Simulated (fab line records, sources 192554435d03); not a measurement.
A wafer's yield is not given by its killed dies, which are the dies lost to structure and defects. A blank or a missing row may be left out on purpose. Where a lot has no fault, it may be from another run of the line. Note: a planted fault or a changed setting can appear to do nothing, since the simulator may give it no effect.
Chamber matching -- flow n5 finfet -- N5_DUMMY_GATE_ETCH_36 on rie diel-05: 4 sister chambers
The step etches SiARC in CF4, target depth 13 nm. 14 wafers are shown with their chamber, then 7 later ones without.

WAFERS PAIRED WITH THEIR CHAMBERS
wafer,chamber,showerhead plenum p Torr (Torr),drypump motor current A (A),oes product au (a.u.)
L074.1,2,2.28,5.85,0.94
L074.4,0,2.13,5.82,0.73
L074.6,1,2.13,5.66,0.71
L078.1,3,2.07,5.98,0.77
L078.3,2,2.28,5.83,0.93
L078.5,3,2.07,6.01,0.76
L082.1,1,2.13,5.68,0.70
L082.4,3,2.07,6.00,0.76
L082.6,3,2.07,6.01,0.76
L085.2,0,2.12,5.80,0.70
L085.3,1,2.13,5.67,0.70
L085.6,3,2.07,6.01,0.76
L088.3,2,2.27,5.82,0.91
L088.4,2,2.27,5.82,0.90

SIGNATURES (means of the wafers above)
reading,chamber 0,chamber 1,chamber 2,chamber 3,scatter within a chamber
showerhead plenum p Torr,2.1250,2.1300,2.2750,2.0700,0.00387
drypump motor current A,5.8100,5.6700,5.8300,6.0020,0.013
oes product au,0.7150,0.7033,0.9200,0.7620,0.0126
Rule: a wafer lies at a distance from a chamber equal to the root of the sum of squares, over the readings, of (its reading less the chamber's mean, divided by the reading's scatter). The wafer belongs to the nearest chamber; if the next one is less than 2 further off, it can't be placed. The scatter: take each reading less its chamber's mean, square it, sum over the shown wafers, divide by the number of wafers less the number of chambers, and take the root.

WAFERS MISSING THEIR CHAMBER
wafer,showerhead plenum p Torr (Torr),drypump motor current A (A),oes product au (a.u.)
L088.6,2.12,5.83,0.70
L089.1,2.06,6.02,0.75
L089.3,2.13,5.67,0.69
L089.4,2.27,5.81,0.89
L097.2,2.12,5.82,0.69
L097.4,2.06,6.00,0.74
L097.5,2.12,5.81,0.70

THE CHAMBER EACH PASSED THROUGH
wafer,from the rows above,in truth
L088.6,0,0
L089.1,3,3
L089.3,1,1
L089.4,2,2
L097.2,0,0
L097.4,3,3
L097.5,0,0
7 of 7 placed correctly. Not placeable from these rows: 0. Wrongly placed: 0.
